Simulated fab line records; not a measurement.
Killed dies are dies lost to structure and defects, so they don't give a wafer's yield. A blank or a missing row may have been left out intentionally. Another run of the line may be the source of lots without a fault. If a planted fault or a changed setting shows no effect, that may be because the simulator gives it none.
Which of the tools did it? ; flow nand harc ; 24 lots with 72 wafers sampled at 6 steps, on a route of 1159 steps

WHAT THE GAUGES READ, wafer by wafer
The record lacks any reading of a measuring or inspecting step that a usual standard deviation could be used to judge.

WHAT TOOL EACH LOT RAN ON (gives the tool, then ch and the chambers of the sampled wafers, and finally the start)
lot;NHARC_A_STAIRCASE_TRIM_220;NHARC_A_STAIRCASE_ETCH_227;NHARC_A_STAIRCASE_TRIM_235;NHARC_A_STAIRCASE_ETCH_236;NHARC_A_STAIRCASE_HM_DEP_456;NHARC_A_STAIRCASE_HM_DEP_462
L074;rie diel-12 ch 1,2,3, day 11 09:07;rie diel-12 ch 0,2,3, day 11 14:22 or earlier;rie diel-12 ch 0,3, day 11 14:22 or earlier;rie diel-12 ch 0,1,2, day 11 14:22 or earlier;acl dep-03 ch 0, day 11 14:22;acl dep-02 ch 0, day 11 19:31
L076;rie diel-12 ch 1,3, day 11 19:12;rie diel-12 ch 0,1,2, day 11 23:54 or earlier;rie diel-12 ch 0,3, day 11 23:54 or earlier;rie diel-12 ch 0,1,3, day 11 23:54 or earlier;acl dep-02 ch 0, day 11 23:54;acl dep-01 ch 0, day 12 05:55
L075;rie diel-12 ch 1,3, day 11 22:00;rie diel-12 ch 0,1,3, day 12 03:11 or earlier;rie diel-12 ch 1,3, day 12 03:11 or earlier;rie diel-12 ch 0,1, day 12 03:11 or earlier;acl dep-01 ch 0, day 12 03:11;acl dep-03 ch 0, day 12 08:15
L078;rie diel-12 ch 0,1, day 12 07:27;rie diel-12 ch 0,1, day 12 13:01 or earlier;rie diel-08 ch 0,1, day 12 13:01 or earlier;rie diel-08 ch 0,2,3, day 12 13:01 or earlier;acl dep-02 ch 0, day 12 13:01;acl dep-03 ch 0, day 12 18:34
L077;rie diel-11 ch 1,2,3, day 12 07:58;rie diel-11 ch 0,2, day 12 22:55 or earlier;rie diel-11 ch 1,2,3, day 12 22:55 or earlier;rie diel-11 ch 0,2, day 12 22:55 or earlier;acl dep-03 ch 0, day 12 22:55;acl dep-03 ch 0, day 13 05:15
L079;rie diel-08 ch 0,3, day 12 22:46;rie diel-08 ch 0,1,3, day 13 03:40 or earlier;rie diel-08 ch 1,2, day 13 03:40 or earlier;rie diel-08 ch 1,2,3, day 13 03:40 or earlier;acl dep-02 ch 0, day 13 03:40;acl dep-02 ch 0, day 13 11:46
L080;rie diel-08 ch 1,2,3, day 13 08:13;rie diel-08 ch 0,2,3, day 13 22:16 or earlier;rie diel-08 ch 1,2, day 13 22:16 or earlier;rie diel-08 ch 1,2,3, day 13 22:16 or earlier;acl dep-02 ch 0, day 13 22:16;acl dep-03 ch 0, day 14 05:21
L081;rie diel-12 ch 0,1,3, day 13 08:38;rie diel-12 ch 1,2,3, day 13 22:45 or earlier;rie diel-12 ch 0,2,3, day 13 22:45 or earlier;rie diel-12 ch 0,2,3, day 13 22:45 or earlier;acl dep-03 ch 0, day 13 22:45;acl dep-01 ch 0, day 14 07:19
L083;rie diel-08 ch 1,2,3, day 13 12:05;rie diel-08 ch 0,1,3, day 14 01:39 or earlier;rie diel-11 ch 2,3, day 14 01:39 or earlier;rie diel-11 ch 1,2,3, day 14 01:39 or earlier;acl dep-02 ch 0, day 14 01:39;acl dep-02 ch 0, day 14 10:55
L082;rie diel-12 ch 2,3, day 13 12:23;rie diel-12 ch 1,2, day 14 00:36 or earlier;rie diel-12 ch 2,3, day 14 00:36 or earlier;rie diel-12 ch 0,3, day 14 00:36 or earlier;acl dep-03 ch 0, day 14 00:36;acl dep-01 ch 0, day 14 09:11
L084;rie diel-12 ch 1,3, day 15 07:57;rie diel-12 ch 0,1,3, day 15 12:59 or earlier;rie diel-12 ch 0,3, day 15 12:59 or earlier;rie diel-12 ch 1,3, day 15 12:59 or earlier;acl dep-01 ch 0, day 15 12:59;acl dep-01 ch 0, day 15 18:07
L085;rie diel-08 ch 0,1,3, day 15 08:08;rie diel-08 ch 0,2, day 15 14:41 or earlier;rie diel-12 ch 1,2,3, day 15 14:41 or earlier;rie diel-12 ch 1,2, day 15 14:41 or earlier;acl dep-02 ch 0, day 15 14:41;acl dep-01 ch 0, day 15 22:14
L088;rie diel-08 ch 1,2, day 15 14:35;rie diel-08 ch 1,3, day 15 22:56 or earlier;rie diel-08 ch 0,2, day 15 22:56 or earlier;rie diel-08 ch 0,2, day 15 22:56 or earlier;acl dep-03 ch 0, day 15 22:56;acl dep-03 ch 0, day 16 05:17
L091;rie diel-08 ch 0,1,2, day 15 18:00;rie diel-08 ch 0,2,3, day 16 01:46 or earlier;rie diel-12 ch 0,2,3, day 16 01:46 or earlier;rie diel-12 ch 0,1,3, day 16 01:46 or earlier;acl dep-01 ch 0, day 16 01:46;acl dep-01 ch 0, day 16 08:22
L087;rie diel-12 ch 0,1,2, day 15 23:20;rie diel-12 ch 0,2, day 16 07:26 or earlier;rie diel-12 ch 0,2,3, day 16 07:26 or earlier;rie diel-12 ch 1,3, day 16 07:26 or earlier;acl dep-03 ch 0, day 16 07:26;acl dep-01 ch 0, day 16 13:10
L089;rie diel-08 ch 0,1,2, day 16 03:06;rie diel-08 ch 0,2,3, day 16 09:23 or earlier;rie diel-11 ch 0,1,2, day 16 09:23 or earlier;rie diel-11 ch 1,2,3, day 16 09:23 or earlier;acl dep-02 ch 0, day 16 09:23;acl dep-03 ch 0, day 16 14:32
L092;rie diel-08 ch 0,2,3, day 16 11:58;rie diel-08 ch 1,2,3, day 16 18:21 or earlier;rie diel-12 ch 0,1, day 16 18:21 or earlier;rie diel-12 ch 0,2,3, day 16 18:21 or earlier;acl dep-03 ch 0, day 16 18:21;acl dep-03 ch 0, day 17 01:23
L086;rie diel-08 ch 0,1,2, day 16 14:25;rie diel-08 ch 0,3, day 16 22:19 or earlier;rie diel-12 ch 0,1, day 16 22:19 or earlier;rie diel-12 ch 1,2,3, day 16 22:19 or earlier;acl dep-01 ch 0, day 16 22:19;acl dep-01 ch 0, day 17 04:04
L090;rie diel-08 ch 0,2,3, day 16 16:42;rie diel-08 ch 0,1,3, day 17 00:37 or earlier;rie diel-12 ch 1,3, day 17 00:37 or earlier;rie diel-12 ch 1,2, day 17 00:37 or earlier;acl dep-02 ch 0, day 17 00:37;acl dep-03 ch 0, day 17 06:37
L094;rie diel-08 ch 0,1,2, day 16 20:59;rie diel-08 ch 0,1,2, day 17 04:07 or earlier;rie diel-08 ch 0,1,2, day 17 04:07 or earlier;rie diel-08 ch 0,1,2, day 17 04:07 or earlier;acl dep-03 ch 0, day 17 04:07;acl dep-03 ch 0, day 17 11:31
L093;rie diel-08 ch 0,1, day 16 23:55;rie diel-08 ch 0,1,2, day 17 09:04 or earlier;rie diel-08 ch 1,2, day 17 09:04 or earlier;rie diel-08 ch 0,2, day 17 09:04 or earlier;acl dep-03 ch 0, day 17 09:04;acl dep-01 ch 0, day 17 16:25
L095;rie diel-11 ch 0,1,2, day 17 00:50;rie diel-11 ch 0,1,3, day 17 08:04 or earlier;rie diel-11 ch 0,1,2, day 17 08:04 or earlier;rie diel-11 ch 0,3, day 17 08:04 or earlier;acl dep-02 ch 0, day 17 08:04;acl dep-03 ch 0, day 17 13:59
L096;rie diel-11 ch 0,1,2, day 17 07:41;rie diel-11 ch 0,1,3, day 17 13:58 or earlier;rie diel-12 ch 0,1,3, day 17 13:58 or earlier;rie diel-12 ch 0,1,2, day 17 13:58 or earlier;acl dep-02 ch 0, day 17 13:58;acl dep-03 ch 0, day 17 19:33
L097;rie diel-12 ch 0,3, day 17 14:04;rie diel-12 ch 1,2,3, day 17 21:44 or earlier;rie diel-12 ch 0,1,2, day 17 21:44 or earlier;rie diel-12 ch 0,2,3, day 17 21:44 or earlier;acl dep-02 ch 0, day 17 21:44;acl dep-02 ch 0, day 18 04:07
- NHARC_A_STAIRCASE_TRIM_220: chemistry O2, time 211.2 s.
- NHARC_A_STAIRCASE_ETCH_227: etches the open film in C4F8/O2, target depth 100 nm, time 40.5 s.
- NHARC_A_STAIRCASE_TRIM_235: chemistry O2, time 211.2 s.
- NHARC_A_STAIRCASE_ETCH_236: etches the open film in C4F8/O2, target depth 100 nm, time 40.5 s.
- NHARC_A_STAIRCASE_HM_DEP_456: deposits aC, target thk 1500 nm.
- NHARC_A_STAIRCASE_HM_DEP_462: deposits aC, target thk 800 nm.

WHAT THE TOOLS THEMSELVES READ (means of the sampled wafers that have a number; where no wafer has one, the mark that the record gives instead)
NHARC_A_STAIRCASE_TRIM_220.
lot;tool;drypump motor current A (A);oes product au (a.u.);rf vpp V (V);showerhead plenum p Torr (Torr);throttle valve pct (%)
L074;rie diel-12;5.8;1.000;57.8;3.56;17.034
L076;rie diel-12;6.0;0.996;57.9;3.69;17.042
L075;rie diel-12;6.0;0.991;57.7;3.69;17.038
L078;rie diel-12;6.1;0.999;58.1;3.60;17.038
L077;rie diel-11;5.7;1.003;57.2;3.44;17.041
L079;rie diel-08;5.3;0.998;57.4;3.36;17.038
L080;rie diel-08;5.1;0.994;56.2;3.58;17.034
L081;rie diel-12;6.2;1.000;58.0;3.59;17.042
L083;rie diel-08;5.1;0.984;57.3;3.57;17.038
L082;rie diel-12;5.5;1.002;57.3;3.42;17.033
L084;rie diel-12;6.1;0.995;58.0;3.67;17.035
L085;rie diel-08;5.4;0.993;57.6;3.61;17.027
L088;rie diel-08;5.2;1.001;57.9;3.65;17.043
L091;rie diel-08;5.3;1.004;57.3;3.70;17.034
L087;rie diel-12;5.9;0.991;57.5;3.46;17.046
L089;rie diel-08;5.3;0.991;57.7;3.70;17.026
L092;rie diel-08;5.2;0.996;57.6;3.63;17.035
L086;rie diel-08;5.3;0.989;58.6;3.70;17.030
L090;rie diel-08;5.2;0.997;58.0;3.63;17.027
L094;rie diel-08;5.3;0.993;58.3;3.70;17.044
L093;rie diel-08;5.5;1.001;58.2;3.67;17.036
L095;rie diel-11;6.1;0.995;58.0;3.41;17.041
L096;rie diel-11;6.1;0.997;57.7;3.40;17.036
L097;rie diel-12;6.3;0.989;58.6;3.48;17.032

NHARC_A_STAIRCASE_ETCH_227.
lot;tool;oes product au (a.u.);rf vpp V (V)
L074;rie diel-12;0.943;894
L076;rie diel-12;0.937;894
L075;rie diel-12;0.932;898
L078;rie diel-12;0.941;895
L077;rie diel-11;0.944;890
L079;rie diel-08;0.945;893
L080;rie diel-08;0.932;893
L081;rie diel-12;0.938;897
L083;rie diel-08;0.937;893
L082;rie diel-12;0.953;898
L084;rie diel-12;0.935;899
L085;rie diel-08;0.940;904
L088;rie diel-08;0.940;897
L091;rie diel-08;0.941;900
L087;rie diel-12;0.933;889
L089;rie diel-08;0.929;900
L092;rie diel-08;0.941;897
L086;rie diel-08;0.930;900
L090;rie diel-08;0.930;899
L094;rie diel-08;0.931;901
L093;rie diel-08;0.920;902
L095;rie diel-11;0.941;890
L096;rie diel-11;0.946;890
L097;rie diel-12;0.952;897

NHARC_A_STAIRCASE_TRIM_235.
lot;tool;drypump motor current A (A);oes product au (a.u.);rf vpp V (V);showerhead plenum p Torr (Torr);throttle valve pct (%)
L074;rie diel-12;6.3;0.996;56.9;3.50;17.047
L076;rie diel-12;6.2;1.000;58.6;3.59;17.037
L075;rie diel-12;6.0;0.995;58.6;3.69;17.036
L078;rie diel-08;5.5;0.995;58.7;3.51;17.041
L077;rie diel-11;5.7;0.996;57.4;3.44;17.028
L079;rie diel-08;5.0;0.993;56.8;3.68;17.041
L080;rie diel-08;5.1;0.997;57.4;3.67;17.031
L081;rie diel-12;5.9;1.001;58.1;3.46;17.030
L083;rie diel-11;5.6;0.999;57.9;3.45;17.036
L082;rie diel-12;5.5;0.989;58.0;3.42;17.040
L084;rie diel-12;6.3;0.990;57.1;3.49;17.039
L085;rie diel-12;5.7;0.995;57.9;3.55;17.036
L088;rie diel-08;5.1;0.998;58.9;3.73;17.040
L091;rie diel-12;5.9;1.003;57.3;3.45;17.030
L087;rie diel-12;5.9;0.995;57.0;3.45;17.037
L089;rie diel-11;6.1;0.998;58.0;3.41;17.033
L092;rie diel-12;6.3;0.986;56.9;3.49;17.037
L086;rie diel-12;6.1;0.996;57.9;3.58;17.042
L090;rie diel-12;6.0;0.994;58.0;3.67;17.042
L094;rie diel-08;5.4;1.000;58.6;3.70;17.039
L093;rie diel-08;5.2;1.008;57.8;3.64;17.038
L095;rie diel-11;6.1;0.992;56.9;3.40;17.028
L096;rie diel-12;6.2;0.997;58.4;3.57;17.035
L097;rie diel-12;5.8;1.001;57.4;3.45;17.048

NHARC_A_STAIRCASE_ETCH_236.
lot;tool;oes product au (a.u.);rf vpp V (V)
L074;rie diel-12;0.943;895
L076;rie diel-12;0.931;899
L075;rie diel-12;0.941;898
L078;rie diel-08;0.928;894
L077;rie diel-11;0.940;893
L079;rie diel-08;0.929;898
L080;rie diel-08;0.935;897
L081;rie diel-12;0.945;894
L083;rie diel-11;0.940;893
L082;rie diel-12;0.941;895
L084;rie diel-12;0.945;901
L085;rie diel-12;0.945;892
L088;rie diel-08;0.936;904
L091;rie diel-12;0.935;898
L087;rie diel-12;0.935;901
L089;rie diel-11;0.945;892
L092;rie diel-12;0.940;893
L086;rie diel-12;0.931;896
L090;rie diel-12;0.941;891
L094;rie diel-08;0.927;902
L093;rie diel-08;0.938;904
L095;rie diel-11;0.932;889
L096;rie diel-12;0.940;894
L097;rie diel-12;0.939;892

NHARC_A_STAIRCASE_HM_DEP_456.
lot;tool;throttle valve pct (%)
L074;acl dep-03;35.003
L076;acl dep-02;34.997
L075;acl dep-01;34.996
L078;acl dep-02;35.000
L077;acl dep-03;34.995
L079;acl dep-02;35.006
L080;acl dep-02;34.999
L081;acl dep-03;34.994
L083;acl dep-02;35.001
L082;acl dep-03;35.006
L084;acl dep-01;34.997
L085;acl dep-02;34.991
L088;acl dep-03;34.997
L091;acl dep-01;34.993
L087;acl dep-03;35.000
L089;acl dep-02;34.997
L092;acl dep-03;35.000
L086;acl dep-01;35.001
L090;acl dep-02;34.997
L094;acl dep-03;34.996
L093;acl dep-03;35.002
L095;acl dep-02;35.004
L096;acl dep-02;35.003
L097;acl dep-02;35.003

NHARC_A_STAIRCASE_HM_DEP_462.
lot;tool;throttle valve pct (%)
L074;acl dep-02;34.993
L076;acl dep-01;34.998
L075;acl dep-03;35.005
L078;acl dep-03;35.005
L077;acl dep-03;34.996
L079;acl dep-02;35.009
L080;acl dep-03;35.000
L081;acl dep-01;35.000
L083;acl dep-02;35.001
L082;acl dep-01;35.002
L084;acl dep-01;35.002
L085;acl dep-01;34.996
L088;acl dep-03;35.006
L091;acl dep-01;35.000
L087;acl dep-01;35.004
L089;acl dep-03;35.001
L092;acl dep-03;35.002
L086;acl dep-01;35.005
L090;acl dep-03;35.006
L094;acl dep-03;34.999
L093;acl dep-01;35.002
L095;acl dep-03;34.995
L096;acl dep-03;34.992
L097;acl dep-02;34.999

THE ANSWER, worked out from the rows above alone
Rule: usual is defined by the lots themselves. Put in order of their means at a reading, lots are off if they are a third of the lots or fewer, leave a main group of 4 or more, and stand apart from it by a gap of 3 or more times the standard deviation of the main group's means; of several such gaps the widest counts. A main group is skipped when, at the precision printed for the reading in the tables above, its means are all equal. Also off: a lot with no number at a reading for which 4 or more lots have one. All remaining lots with rows at the step are treated as sound. The gauges are gone through in route order, then the tools' own readings, and for those a lot's mean is taken as printed above. The first step at which some lot is off is used, and at that step the reading that is off furthest; a lot without a number counts as furthest.
No lot is off on any of the readings shown, so nothing can be concluded from this.

WHAT HAD BEEN PUT IN BY THE SIMULATOR
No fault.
